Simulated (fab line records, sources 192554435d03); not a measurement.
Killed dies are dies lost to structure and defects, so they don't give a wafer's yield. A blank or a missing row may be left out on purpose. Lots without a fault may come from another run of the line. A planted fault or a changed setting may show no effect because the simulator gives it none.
One fault seen from 3 desks | flow n5_finfet | each desk has only its own numbers; what lay behind them comes last

THE TOOL OWNER'S DESK: pecvd-04
The tool's own readings at N5_BEOL_M15_ILD_DEP_00 (deposits SiO2 from TEOS/O2, target thk 1629.3 nm, time 346.1 s): means of the sampled wafers that have a number, for each lot that ran on this tool. A lot is out of limits, marked OUT, if its mean lies more than 4 standard deviations from the usual mean; the brackets give that distance.
Columns: A = chamber_pressure_Torr at N5_BEOL_M15_ILD_DEP_00, usual 6.500 Torr; B = heater_power_w at N5_BEOL_M15_ILD_DEP_00, usual 530 W; C = run_length_s at N5_BEOL_M15_ILD_DEP_00, usual 388.9 s; D = showerhead_plenum_p_Torr at N5_BEOL_M15_ILD_DEP_00, usual 8.36 Torr; E = throttle_valve_pct at N5_BEOL_M15_ILD_DEP_00, usual 18.7 %
lot  | first seen here | A     | B   | C               | D    | E
L718 | day 11 21:11    | 6.491 | 489 | 388.8           | 8.35 | 19.4
L719 | day 11 21:55    | 6.481 | 440 | 388.6           | 8.36 | 19.3
L717 | day 11 22:29    | 6.497 | 511 | 388.7           | 8.35 | 19.4
L724 | day 13 08:04    | 6.501 | 495 | 411.9 (+36) OUT | 8.33 | 19.7
L726 | day 14 01:49    | 6.509 | 454 | 400.1 (+18) OUT | 8.34 | 19.5
L736 | day 16 21:45    | 6.494 | 441 | 388.9           | 8.34 | 19.2
This desk's finding: out of limits on L724, L726; first on L724, day 13 08:04 (run_length_s at N5_BEOL_M15_ILD_DEP_00). In limits: L718, L719, L717, L736.

THE DEFECT DESK
What the inspections along the route counted, lot by lot: means of the sampled wafers that have a number. A lot is out of limits, marked OUT, if its mean lies more than 4 standard deviations from the usual mean; the brackets give that distance.
Columns: A = raw_defect_count at N5_BEOL_M14_INSPECT_55, usual 77
lot  | first seen here | A
L716 | day 11 15:48    | 56
L718 | day 11 21:08    | 87
L719 | day 11 21:53    | 90
L717 | day 11 22:20    | 66
L724 | day 13 08:01    | 93
L726 | day 14 01:47    | 88
L728 | day 14 12:46    | 66
L729 | day 14 13:02    | 112
L731 | day 15 06:22    | 67
L736 | day 16 21:41    | 52
L738 | day 17 04:40    | 67
This desk's finding: nothing out of limits on any of the 11 lots.

THE METROLOGY DESK
What the gauges read, lot by lot, whatever tool the lot ran on: means of the sampled wafers that have a number. A lot is out of limits, marked OUT, if its mean lies more than 4 standard deviations from the usual mean; the brackets give that distance.
Columns: A = M15_ILD_THK at N5_BEOL_M15_THK_MEAS_01, usual 1629 nm
lot  | first seen here | A
L716 | day 11 16:05    | 1640
L718 | day 11 21:26    | 1646
L719 | day 11 22:10    | 1640
L717 | day 11 22:38    | 1657
L724 | day 13 08:19    | 1733 (+5.2) OUT
L726 | day 14 02:04    | 1667
L728 | day 14 13:04    | 1630
L729 | day 14 13:19    | 1609
L731 | day 15 06:40    | 1623
L736 | day 16 22:00    | 1635
L738 | day 17 04:57    | 1632
This desk's finding: out of limits on L724; first on L724, day 13 08:19 (M15_ILD_THK at N5_BEOL_M15_THK_MEAS_01). In limits: L716, L718, L719, L717, L726, L728, L729, L731, L736, L738.

PUT TOGETHER
The tool owner's desk could have raised an alarm at day 13 08:04, on L724, L726.
The metrology desk could have raised an alarm at day 13 08:19, on L724.
The defect desk saw nothing out of limits.
The defect desk has L724, L726 on record, within its limits.
The metrology desk has L726 on record, within its limits.
Of the lots named, all ran N5_BEOL_M15_ILD_DEP_00 on pecvd-04.

WHAT THE SIMULATOR HAD PUT IN
Process parameter drift: pecvd-04, from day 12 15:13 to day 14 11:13, at N5_BEOL_M15_ILD_DEP_00. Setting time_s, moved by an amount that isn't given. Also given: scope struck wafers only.
Lots struck among those shown: L724, L726.
Hours from the fault's start to each desk's first reading out of limits: the tool owner's desk, 17; the metrology desk, 17.
